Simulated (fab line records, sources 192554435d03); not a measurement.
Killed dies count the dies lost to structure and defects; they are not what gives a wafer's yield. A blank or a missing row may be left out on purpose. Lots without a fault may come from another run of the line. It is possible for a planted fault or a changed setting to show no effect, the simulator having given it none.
Matching of chambers ; flow n5_finfet ; N5_BEOL_M4_DEP_57 on pecvd-01 has 3 sister chambers
The step deposits SiCN from 3MS/NH3, target thk 8 nm, time 14 s. 6 wafers are shown with their chamber, then 8 later ones without.

WAFERS WITH THEIR CHAMBER
wafer;chamber;throttle_valve_pct (%);showerhead_plenum_p_Torr (Torr)
L075.3;2;8.8;3.671
L079.2;2;8.9;3.677
L079.5;1;10.7;3.668
L081.4;1;10.6;3.681
L081.5;0;9.8;3.663
L083.1;0;9.4;3.641

WAFERS MISSING THEIR CHAMBER
wafer;throttle_valve_pct (%);showerhead_plenum_p_Torr (Torr)
L083.2;9.2;3.675
L083.3;10.7;3.667
L092.1;10.9;3.682
L092.2;9.7;3.656
L092.5;8.9;3.673
L097.1;10.8;3.677
L097.3;9.0;3.668
L097.5;9.1;3.675

WHICH CHAMBER EACH WENT THROUGH
wafer;from the rows above;in truth
L083.2;can't be placed: 2 or 0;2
L083.3;1;1
L092.1;1;1
L092.2;0;0
L092.5;2;2
L097.1;1;1
L097.3;2;2
L097.5;2;2
Placed correctly: 7 of 8. Not placeable from these rows: 1 (in 1, the candidates include the true chamber). Wrongly placed: 0.
How it was worked out, from the rows above alone: a wafer's distance from a chamber is the root of the sum, over the readings, of the square of ((its reading less the chamber's mean) divided by the reading's scatter). If the next closest chamber is less than 2 further off than the closest, the wafer can't be placed; otherwise it belongs to the closest. A chamber's mean is the mean of its shown wafers. The scatter is the square root of a quotient: the sum, over the shown wafers, of each reading's squared deviation from its chamber's mean, divided by wafers minus chambers.
